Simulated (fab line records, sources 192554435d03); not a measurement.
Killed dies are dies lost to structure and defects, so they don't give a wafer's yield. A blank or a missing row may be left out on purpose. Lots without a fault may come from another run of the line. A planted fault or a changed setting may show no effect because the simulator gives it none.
fab line records | flow n5_finfet
record lots=7 wafers=39
route steps=1938 shown BEOL_M5@1116 BEOL_M8@1377 BEOL_M11@1579
start_h: hours from the record's first day to the start of the lot's first wafer shown | wait_h: hours since the lot's step before | " the same as in the row above | L1.1+2: a row that stands for several wafers | - no value, or no start given | * or withheld: withheld | < > ~ a bound
route shown NAME@n: a module of which the file shows steps, and the number in the route of the first | usual: mean/standard deviation of fault-free wafers | same: alike in all rows | chamber/n: place in a boat | sites: the reading at each site | _std_site: their standard deviation | _edge_site: outer sites' mean less inner sites' | radius_mm: how far each site lies from the wafer's centre | mask NAME#n: copy n | behind: the tool/chamber that last shaped the wafer | hold: why the lot was held/for how many hours/how that ended | device: the transistor (n, p or np) that didn't switch | end of line: the same wafers' tests at the end of the route | a step without rows: its recipe alone | killed: dies lost to structure and defects at the first sort, not the wafer's yield | map: a wafer's dies, x killed, . not, _ none there
set.NAME: the setting as run; set.NAME@STEP: as run at that earlier step | model.NAME: the simulator's own value behind a step, which no gauge read
lots whose settings were changed on purpose; a table a step, a row a wafer
## steps
# step N5_BEOL_M5_HM_DEP_02
# recipe material=TiN target_thk_a=200 temp_c=25 chamber_pressure_pa=0.49996
# columns lot.wafer tool chamber start_h wait_h set.target_thk_a model.TiN_of_BEOL_M5_HM_DEP_02.thk_nm
L074.3+4+5 pvd_sputter-03 - 166.56 2.5 200 20
L077.1+3 pvd_sputter-03 - 185.13 0.7 200 20
L077.2+4+5+6 " - " " 200 20.2
L078.1 pvd_sputter-03 - 188.37 0.7 256.8 26
L078.2 " - " " 256.8 25.6
L078.3 " - " " 200 20.2
L078.4+6 " - " " 200 20
L078.5 " - " " 256.8 25.8
L081.1+2+5 pvd_sputter-02 - 209.32 0.6 283 28.4
L081.3+4+6 " - " " 200 20
L088.1+6 pvd_sputter-02 - 286.99 0.3 91.62 9.2
L088.2+3 " - " " 200 20.2
L088.4 " - " " 91.62 9
L088.5 " - " " 200 20.4
L092.1 pvd_sputter-01 - 309.85 0.7 200 20
L092.2+3 " - " " 313.9 31.2
L092.4 " - " " 200 19.8
L092.5 " - " " 313.9 31.6
L092.6 " - " " 200 19.6
L087.1 pvd_sputter-02 - 321.69 0.0 200 19.8
L087.2 " - " " 118 12
L087.3 " - " " 200 20
L087.4+6 " - " " 118 11.8
L087.5 " - " " 200 20.2
# step N5_BEOL_M5_COAT_59
# recipe resist=SOC temp_c=250 time_s=60 spin_rpm=1500 resist_thk_nm=60
# step N5_BEOL_M5_COAT_60
# recipe resist=SiARC temp_c=220 time_s=60 spin_rpm=1500 resist_thk_nm=12
# step N5_BEOL_M5_STRIP_73
# recipe chemistry=N2/H2 temp_c=40 n2_flow_sccm=200 h2_flow_sccm=200 rf_frequency_hz=6e+07
# step N5_BEOL_M5_STRIP_64
# recipe chemistry=CF4 resist=SiARC power_w=300 bias_power_w=75 pressure_mtorr=50 cf4_flow_sccm=150 rf_frequency_hz=6e+07
# step N5_BEOL_M5_HM_OPEN_17
# recipe chemistry=Cl2/BCl3 target_depth_a=200 overetch_a=60 target=TiN mask_material=SOC ion_energy_ev=150 pressure_mtorr=10 icp_w=1000 bias_w=126 Cl2_flow_sccm=53.25 bcl3_flow_sccm=21.75 Ar_flow_sccm=25
# columns lot.wafer tool chamber start_h wait_h set.target_thk_a@BEOL_M5_HM_DEP_02 model.etch.depth_nm
L074.3 rie_metal-02 1 167.49 0.1 200 20.1
L074.4 " 0 " " 200 20.07
L074.5 " 0 " " 200 20.09
L077.1 rie_metal-01 0 186.04 0.0 200 20.09
L077.2 " 1 " " 200 20.17
L077.3 " 1 " " 200 20.01
L077.4 " 0 " " 200 20.13
L077.5 " 1 " " 200 20.29
L077.6 " 0 " " 200 20.11
L078.1 rie_metal-01 0 189.26 0.0 256.8 25.58
L078.2 " 1 " " 256.8 25.69
L078.3 " 0 " " 200 20.14
L078.4 " 1 " " 200 20.07
L078.5 " 1 " " 256.8 25.83
L078.6 " 0 " " 200 19.97
L081.1 rie_metal-03 0 210.09 0.0 283 25.07
L081.2 " 1 " " 283 26.66
L081.3 " 1 " " 200 20.02
L081.4 " 0 " " 200 19.98
L081.5 " 0 " " 283 25.01
L081.6 " 1 " " 200 20.04
L088.1 rie_metal-02 1 287.75 0.0 91.62 9.29
L088.2 " 0 " " 200 20.25
L088.3 " 0 " " 200 20.27
L088.4 " 1 " " 91.62 9.041
L088.5 " 0 " " 200 20.36
L088.6 " 1 " " 91.62 9.207
L092.1 rie_metal-02 0 310.61 0.0 200 19.99
L092.2 " 1 " " 313.9 26.9
L092.3 " 1 " " 313.9 26.85
L092.4 " 0 " " 200 19.74
L092.5 " 1 " " 313.9 26.6
L092.6 " 0 " " 200 19.61
L087.1 rie_metal-01 1 322.45 0.0 200 19.78
L087.2 " 0 " " 118 11.91
L087.3 " 0 " " 200 20
L087.4 " 1 " " 118 11.85
L087.5 " 1 " " 200 20.18
L087.6 " 0 " " 118 11.75
# step N5_BEOL_M8_TRENCH_ETCH_37
# recipe chemistry=C4F6/O2 target_depth_a=934.78 target=SiCOH_lowk time_s=31.2 ion_energy_ev=250 pressure_mtorr=30 source_w=345 bias_w=185 Ar_flow_sccm=300 C4F6_flow_sccm=10 O2_flow_sccm=10
# columns lot.wafer tool chamber start_h wait_h set.target_depth_a model.BEOL_M8.feature_depth_nm model.etch.depth_nm model.TiN_of_BEOL_M8_HM_DEP_02.thk_nm
L074.3 rie_diel-04 3 - - 934.78 96.2 96.28 17.2
L074.4 " 1 " " 934.78 95.6 95.59 17.2
L074.5 " 2 " " 934.78 93.6 93.63 17.6
L077.1 rie_diel-03 2 - - 934.78 90.8 90.78 17.8
L077.2 " 3 " " 934.78 92.8 92.75 17.6
L077.3 " 0 " " 934.78 92.8 92.77 17.6
L077.4 " 1 " " 934.78 91.6 91.63 17.8
L077.5 " 0 " " 934.78 93.2 93.16 17.6
L077.6 " 1 " " 934.78 92.4 92.42 17.8
L078.1 rie_diel-03 2 - - 934.78 89.4 89.32 17.4
L078.2 " 1 " " 934.78 91 91.08 17.2
L078.3 " 3 " " 934.78 92 91.95 17.4
L078.4 " 0 " " 934.78 91.4 91.49 17.4
L078.5 " 0 " " 934.78 92 92.05 17.6
L078.6 " 3 " " 934.78 92.2 92.21 17.4
L081.1 rie_diel-02 0 - - 934.78 93 93.06 16.8
L081.2 " 1 " " 934.78 93.4 93.39 17
L081.3 " 3 " " 1127 112 112 16.4
L081.4 " 2 " " 934.78 97.6 97.51 17
L081.5 " 0 " " 1127 112.4 112.3 16.2
L081.6 " 1 " " 1127 112.2 112.3 16.6
L088.1 rie_diel-04 1 - - 530.1 53.6 53.55 18.6
L088.2 " 3 " " 934.78 96 96 17.4
L088.3 " 2 " " 530.1 52.2 52.29 18.6
L088.4 " 0 " " 934.78 94.8 94.78 17.2
L088.5 " 0 " " 934.78 94.2 94.16 17.4
L088.6 " 3 " " 530.1 54.6 54.52 18.4
L092.1 rie_diel-03 1 - - 1361 129.8 129.8 16.2
L092.2 " 2 " " 1361 133.8 133.8 16
L092.3 " 3 " " 934.78 92.6 92.52 17.4
L092.4 " 0 " " 1361 138.4 138.4 16.2
L092.5 " 1 " " 934.78 90.4 90.44 17.4
L092.6 " 2 " " 934.78 92.2 92.22 17.4
L087.1 rie_diel-03 2 - - 562.3 55.2 55.17 17.8
L087.2 " 1 " " 934.78 90.6 90.68 17.2
L087.3 " 0 " " 934.78 95.4 95.37 17
L087.4 " 3 " " 934.78 93.2 93.21 16.6
L087.5 " 3 " " 562.3 55.4 55.46 18
L087.6 " 2 " " 562.3 55.4 55.4 18
# step N5_BEOL_M8_ETCH_41
# recipe chemistry=CH3F/O2 target=SiCN target_depth_a=319 taper_deg=2 time_s=57.8 ion_energy_ev=120 mask_material=TiN pressure_mtorr=30 source_w=395 bias_w=75 Ar_flow_sccm=150 CH3F_flow_sccm=30 O2_flow_sccm=20
# step N5_BEOL_M8_STRIP_80
# recipe chemistry=N2/H2 time_s=10 power_w=450 temp_c=40 pressure_mtorr=20 rf_frequency_hz=6e+07 bias_power_w=7 n2_flow_sccm=200 h2_flow_sccm=200
# step N5_BEOL_M8_OCD_MEAS_38
# usual trench_depth_nm=93.8/2
# columns lot.wafer tool chamber start_h wait_h set.target_depth_a@BEOL_M8_TRENCH_ETCH_37 trench_depth_nm
L074.3 ocd-01 - 197.21 - 934.78 96.0
L074.4 " - " " 934.78 95.6
L074.5 " - " " 934.78 93.2
L077.1 ocd-01 - 214.23 - 934.78 91.2
L077.2 " - " " 934.78 93.1
L077.3 " - " " 934.78 92.5
L077.4 " - " " 934.78 91.7
L077.5 " - " " 934.78 92.6
L077.6 " - " " 934.78 92.2
L078.1 ocd-01 - 215.46 - 934.78 89.4
L078.2 " - " " 934.78 91.4
L078.3 " - " " 934.78 92.1
L078.4 " - " " 934.78 92.0
L078.5 " - " " 934.78 92.2
L078.6 " - " " 934.78 92.5
L081.1 ocd-01 - 229.98 - 934.78 93.6
L081.2 " - " " 934.78 94.0
L081.3 " - " " 1127 112.0
L081.4 " - " " 934.78 97.2
L081.5 " - " " 1127 113.0
L081.6 " - " " 1127 112.1
L088.1 ocd-01 - 318.53 - 530.1 54.0
L088.2 " - " " 934.78 95.6
L088.3 " - " " 530.1 52.6
L088.4 " - " " 934.78 94.8
L088.5 " - " " 934.78 94.0
L088.6 " - " " 530.1 54.4
L092.1 ocd-01 - 344.53 - 1361 130.3
L092.2 " - " " 1361 133.7
L092.3 " - " " 934.78 92.5
L092.4 " - " " 1361 138.6
L092.5 " - " " 934.78 90.3
L092.6 " - " " 934.78 92.3
L087.1 ocd-01 - 357.31 - 562.3 55.2
L087.2 " - " " 934.78 90.6
L087.3 " - " " 934.78 94.9
L087.4 " - " " 934.78 93.2
L087.5 " - " " 562.3 55.7
L087.6 " - " " 562.3 55.5
# step N5_BEOL_M8_HM_STRIP_39
# recipe chemistry=peroxide_tin_strip material=TiN target_depth_a=250 temp_c=50 time_s=158
# step N5_BEOL_M8_SRD_40
# recipe time_s=30 temp_c=23 rinse_liquid=diw dry=ipa_marangoni
# step N5_BEOL_M8_ECD_50
# recipe material=Cu target_thk_a=3000
# step N5_BEOL_M8_ANNEAL_51
# recipe temp_c=225 time_s=90 ambient=N2
# step N5_BEOL_M8_CMP_52
# recipe stop_on=SiCOH_lowk t_overpolish_s=6.9 down_force_psi=1 platen_rpm=50 clearing_platen_down_force_psi=1.5 clearing_platen_rpm=50 post_cmp_clean=cu_alkaline target_thk_nm=80 clearing_platen_pad_velocity_m_s=0.99484 pad_velocity_m_s=0.99484
# columns lot.wafer tool chamber start_h wait_h set.target_depth_a@BEOL_M8_TRENCH_ETCH_37 model.Cu_of_BEOL_M8_ECD_50.thk_nm
L074.3 cmp-04 1 199.75 0.2 934.78 85.2
L074.4 " 2 " " 934.78 84.2
L074.5 " 3 " " 934.78 82.2
L077.2 cmp-03 2 216.09 0.4 934.78 79.8
L077.4 " 3 " " 934.78 79
L077.3 " 0 " " 934.78 81.4
L077.1 " 1 " " 934.78 76
L077.5 " 2 " " 934.78 79.6
L077.6 " 3 " " 934.78 80.2
L078.4+6 cmp-03 2 218.01 0.1 934.78 78
L078.3 " 3 " " 934.78 79.8
L078.1 " 0 " " 934.78 76.4
L078.2 " 1 " " 934.78 77.4
L078.5 " 3 " " 934.78 79.4
L081.4 cmp-04 1 231.57 0.1 934.78 86.8
L081.1 " 2 " " 934.78 83.6
L081.3 " 3 " " 1127 100.4
L081.2 " 0 " " 934.78 81
L081.6 " 1 " " 1127 101.6
L081.5 " 2 " " 1127 101
L088.3 cmp-04 2 320.23 0.2 530.1 39.6
L088.2+4 " 3,1 " " 934.78 82.2
L088.1 " 0 " " 530.1 39.8
L088.5 " 2 " " 934.78 81.2
L088.6 " 3 " " 530.1 41
L092.3+5 cmp-03 1,2 346.24 0.2 934.78 78
L092.2 " 2 " " 1361 120.8
L092.1 " 3 " " 1361 118
L092.4 " 0 " " 1361 126.4
L092.6 " 1 " " 934.78 79
L087.4 cmp-02 1 360.58 0.1 934.78 78.8
L087.2 " 2 " " 934.78 77.2
L087.1 " 3 " " 562.3 41.6
L087.3 " 0 " " 934.78 80.8
L087.6 " 1 " " 562.3 42.2
L087.5 " 2 " " 562.3 40.8
# step N5_BEOL_M8_THK_MEAS_53
# recipe thk_meas_gauge=xrf reads=Cu_of_BEOL_M8_ECD_50
# usual M8_THK=80.7/2.7
# columns lot.wafer tool chamber start_h wait_h set.target_depth_a@BEOL_M8_TRENCH_ETCH_37 M8_THK[nm]
L074.3 film_metro-02 - 199.97 - 934.78 84.8
L074.4 " - " " 934.78 84.5
L074.5 " - " " 934.78 82.0
L077.1 film_metro-02 - 216.39 - 934.78 76.2
L077.2 " - " " 934.78 80.1
L077.3 " - " " 934.78 81.7
L077.4 " - " " 934.78 79.4
L077.5 " - " " 934.78 79.7
L077.6 " - " " 934.78 80.2
L078.1 film_metro-02 - 218.30 - 934.78 77.1
L078.2 " - " " 934.78 77.6
L078.3 " - " " 934.78 80.6
L078.4 " - " " 934.78 78.7
L078.5 " - " " 934.78 80.3
L078.6 " - " " 934.78 79.0
L081.1 film_metro-01 - 231.86 - 934.78 83.4
L081.2 " - " " 934.78 81.0
L081.3 " - " " 1127 100.6
L081.4 " - " " 934.78 87.1
L081.5 " - " " 1127 101.3
L081.6 " - " " 1127 101.8
L088.1 film_metro-01 - 320.52 - 530.1 39.7
L088.2 " - " " 934.78 82.3
L088.3 " - " " 530.1 39.4
L088.4 " - " " 934.78 82.1
L088.5 " - " " 934.78 81.2
L088.6 " - " " 530.1 41.1
L092.1 film_metro-01 - 346.53 - 1361 117.6
L092.2 " - " " 1361 120.2
L092.3 " - " " 934.78 77.9
L092.4 " - " " 1361 126.3
L092.5 " - " " 934.78 77.6
L092.6 " - " " 934.78 79.1
L087.1 film_metro-01 - 360.88 - 562.3 41.3
L087.2 " - " " 934.78 76.5
L087.3 " - " " 934.78 80.4
L087.4 " - " " 934.78 78.4
L087.5 " - " " 562.3 40.5
L087.6 " - " " 562.3 41.9
# step N5_BEOL_M8_PRE_CLEAN_55
# recipe gas=NH3 time_s=15 temp_c=withheld rf_power_w=300
# step N5_BEOL_M8_DEP_56
# recipe material=SiCN target_thk_a=100 temp_c=withheld precursor=3MS/NH3 pressure_torr=3 rf_w=202 time_s=17.5
# step N5_BEOL_M8_RS_MEAS_57
# recipe thk_meas_gauge=four-point-probe reads=Cu_of_BEOL_M8_ECD_50+Co_of_BEOL_M8_CVD_78+TaN_of_BEOL_M8_ALD_77
# usual M8_RS=0.283/0.012
# columns lot.wafer tool chamber start_h wait_h set.target_depth_a@BEOL_M8_TRENCH_ETCH_37 M8_RS[ohm/sq]
L074.3 film_metro-02 - 200.10 0.1 934.78 0.265
L074.4 " - " " 934.78 0.269
L074.5 " - " " 934.78 0.277
L077.1 film_metro-02 - 216.52 0.1 934.78 0.304
L077.2 " - " " 934.78 0.287
L077.3 " - " " 934.78 0.280
L077.4 " - " " 934.78 0.291
L077.5 " - " " 934.78 0.288
L077.6 " - " " 934.78 0.285
L078.1 film_metro-02 - 218.46 0.1 934.78 0.301
L078.2 " - " " 934.78 0.297
L078.3 " - " " 934.78 0.286
L078.4 " - " " 934.78 0.294
L078.5 " - " " 934.78 0.288
L078.6 " - " " 934.78 0.294
L081.1 film_metro-02 - 232.02 0.1 934.78 0.271
L081.2 " - " " 934.78 0.282
L081.3 " - " " 1127 0.219
L081.4 " - " " 934.78 0.260
L081.5 " - " " 1127 0.218
L081.6 " - " " 1127 0.217
L088.1 film_metro-02 - 320.68 0.1 530.1 0.675
L088.2 " - " " 934.78 0.277
L088.3 " - " " 530.1 0.683
L088.4 " - " " 934.78 0.276
L088.5 " - " " 934.78 0.281
L088.6 " - " " 530.1 0.651
L092.1 film_metro-01 - 346.66 0.1 1361 0.183
L092.2 " - " " 1361 0.178
L092.3 " - " " 934.78 0.294
L092.4 " - " " 1361 0.170
L092.5 " - " " 934.78 0.294
L092.6 " - " " 934.78 0.290
L087.1 film_metro-01 - 361.01 0.1 562.3 0.638
L087.2 " - " " 934.78 0.298
L087.3 " - " " 934.78 0.282
L087.4 " - " " 934.78 0.291
L087.5 " - " " 562.3 0.653
L087.6 " - " " 562.3 0.628
# step N5_BEOL_M11_ETCH_41
# recipe chemistry=CH3F/O2 target=SiCN target_depth_a=426 taper_deg=2 time_s=86 ion_energy_ev=120 mask_material=TiN pressure_mtorr=30 source_w=395 bias_w=75 Ar_flow_sccm=150 CH3F_flow_sccm=30 O2_flow_sccm=20
# columns lot.wafer tool chamber start_h wait_h set.time_s model.etch.depth_nm
L074.3 rie_diel-05 1 - - 86 31.32
L074.4 " 0 " " 86 32.18
L074.5 " 3 " " 86 32.31
L077.1 rie_diel-05 1 - - 99.93 36.6
L077.2 " 2 " " 86 31.84
L077.3 " 0 " " 99.93 37.62
L077.4 " 3 " " 99.93 37.64
L077.5 " 0 " " 86 32.36
L077.6 " 3 " " 86 32.38
L078.1 rie_diel-01 3 - - 86 31.7
L078.2 " 1 " " 104.6 39.29
L078.3 " 2 " " 104.6 38.34
L078.4 " 0 " " 86 32.16
L078.5 " 1 " " 86 32.37
L078.6 " 2 " " 104.6 38.43
L081.1 rie_diel-05 2 - - 70.63 26.45
L081.2 " 0 " " 70.63 27.05
L081.3 " 3 " " 70.63 26.94
L081.4 " 1 " " 86 32.13
L081.5 " 3 " " 86 32.97
L081.6 " 2 " " 86 32.21
L088.1 rie_diel-01 1 - - 86 33.98
L088.2 " 2 " " 86 31.76
L088.3 " 0 " " 86 32.64
L088.4 " 3 " " 86 33.08
L088.5 " 1 " " 86 33.81
L088.6 " 0 " " 86 32.76
L092.1 rie_diel-01 1 - - 86 33.26
L092.2 " 2 " " 86 31.74
L092.3 " 3 " " 86 32.89
L092.4 " 1 " " 86 33.68
L092.5 " 3 " " 86 32.95
L092.6 " 2 " " 86 31.87
L087.1 rie_diel-06 1 - - 86 31.8
L087.2 " 0 " " 86 32.57
L087.3 " 3 " " 86 32.76
L087.4 " 2 " " 86 33.03
L087.5 " 0 " " 86 32.55
L087.6 " 3 " " 86 32.68
## key
split step=N5_BEOL_M5_HM_DEP_02 setting=target_thk_a stated=200 by=wafer
response step=N5_BEOL_M5_HM_DEP_02 reading=model.TiN_of_BEOL_M5_HM_DEP_02.thk_nm change=+0.203 per=1% r=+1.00
response step=N5_BEOL_M5_HM_OPEN_17 reading=model.etch.depth_nm change=+0.166 per=1% r=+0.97
split step=N5_BEOL_M8_TRENCH_ETCH_37 setting=target_depth_a stated=934.78 by=wafer
response step=N5_BEOL_M8_TRENCH_ETCH_37 reading=model.BEOL_M8.feature_depth_nm change=+0.937 per=1% r=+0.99
response step=N5_BEOL_M8_TRENCH_ETCH_37 reading=model.etch.depth_nm change=+0.937 per=1% r=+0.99
response step=N5_BEOL_M8_TRENCH_ETCH_37 reading=model.TiN_of_BEOL_M8_HM_DEP_02.thk_nm change=-0.0269 per=1% r=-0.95
response step=N5_BEOL_M8_OCD_MEAS_38 reading=trench_depth_nm change=+0.934 per=1% r=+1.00
response step=N5_BEOL_M8_CMP_52 reading=model.Cu_of_BEOL_M8_ECD_50.thk_nm change=+0.944 per=1% r=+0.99
response step=N5_BEOL_M8_THK_MEAS_53 reading=M8_THK change=+0.942 per=1% r=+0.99
response step=N5_BEOL_M8_RS_MEAS_57 reading=M8_RS shape=bent at_lowest=0.669 at_stated=0.285 at_highest=0.177
split step=N5_BEOL_M11_ETCH_41 setting=time_s stated=86 by=wafer
response step=N5_BEOL_M11_ETCH_41 reading=model.etch.depth_nm change=+0.311 per=1% r=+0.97
